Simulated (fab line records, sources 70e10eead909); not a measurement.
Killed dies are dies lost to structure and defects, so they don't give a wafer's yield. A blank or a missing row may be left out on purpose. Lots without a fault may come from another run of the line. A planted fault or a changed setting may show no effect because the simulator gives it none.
Chamber matching | flow nand_harc | NHARC_A_STAIRCASE_DEP_301 on pecvd-03: 3 sister chambers
The step deposits SiON, target thk 30 nm. 3 wafers are shown with their chamber, then 11 later ones without.

WAFERS WITH THEIR CHAMBER
wafer  | chamber | heater_power_w (W)
L086.4 | 0       | 852
L086.6 | 1       | 763
L089.3 | 2       | 715

WAFERS WITHOUT THEIR CHAMBER
wafer  | heater_power_w (W)
L089.4 | 849
L089.5 | 727
L093.1 | 840
L093.4 | 845
L093.6 | 861
L096.2 | 740
L096.5 | 754
L096.6 | 739
L096.1 | 710
L096.3 | 754
L096.4 | 728

WHICH CHAMBER EACH WENT THROUGH
wafer  | from the rows above     | in truth
L089.4 | 0                       | 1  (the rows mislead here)
L089.5 | can't be placed: 2 or 1 | 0
L093.1 | 0                       | 0
L093.4 | 0                       | 0
L093.6 | 0                       | 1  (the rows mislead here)
L096.2 | can't be placed: 1 or 2 | 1
L096.5 | 1                       | 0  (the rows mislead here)
L096.6 | can't be placed: 1 or 2 | 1
L096.1 | 2                       | 2
L096.3 | 1                       | 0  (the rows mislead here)
L096.4 | can't be placed: 2 or 1 | 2
Placed correctly: 3 of 11. Can't be placed from these rows: 4 (the true chamber is among the candidates in 3). Placed wrongly: 4.
How it was worked out, from the rows above alone: a wafer's distance from a chamber is the root of the sum, over the readings, of the square of ((its reading less the chamber's mean) divided by the reading's scatter). The wafer belongs to the nearest chamber; if the next one is less than 2 further off, it can't be placed. A chamber's mean is the mean of its shown wafers. The scatter: with one shown wafer a chamber, the root of the mean of the squares of how far each hidden wafer lies from its nearest shown one.
